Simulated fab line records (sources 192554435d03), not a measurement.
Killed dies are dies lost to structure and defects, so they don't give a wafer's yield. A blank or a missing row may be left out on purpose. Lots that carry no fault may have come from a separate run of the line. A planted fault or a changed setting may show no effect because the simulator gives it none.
Matching of chambers ; flow n5 finfet ; N5_BEOL_M4_DESCUM_33 on rie diel-01: 3 sister chambers
The step chemistry O2, time 7 s. 6 wafers are shown with their chamber, then 5 later ones without.

## EACH WAFER AND ITS CHAMBER
wafer;chamber;drypump motor current A (A);throttle valve pct (%)
L078.6;1;5.6;20.89
L084.3;3;5.5;20.64
L084.4;2;5.9;20.49
L084.5;1;5.6;20.89
L085.1;2;5.9;20.49
L085.4;3;5.6;20.65

## WAFERS WITH NO CHAMBER GIVEN
wafer;drypump motor current A (A);throttle valve pct (%)
L090.3;5.6;20.92
L090.5;5.5;20.65
L093.2;5.8;20.53
L093.4;5.5;20.94
L093.5;5.8;20.55

## THE CHAMBER EACH PASSED THROUGH
wafer;from the rows above;in truth
L090.3;1;1
L090.5;3;3
L093.2;2;2
L093.4;1;1
L093.5;2;2
Correct placement for 5 of the 5. Can't be placed from these rows: 0. Number placed wrongly: 0.
How it was worked out, from the rows above alone: a wafer's distance from a chamber is the root of the sum, over the readings, of the square of ((its reading less the chamber's mean) divided by the reading's scatter). The wafer belongs to the nearest chamber; if the next one is less than 2 further off, it can't be placed. A chamber's mean is the mean of its shown wafers. How the scatter is found: for the shown wafers, subtract from each reading the mean of its chamber, square and add these, divide the total by (wafers less chambers), then take the root.
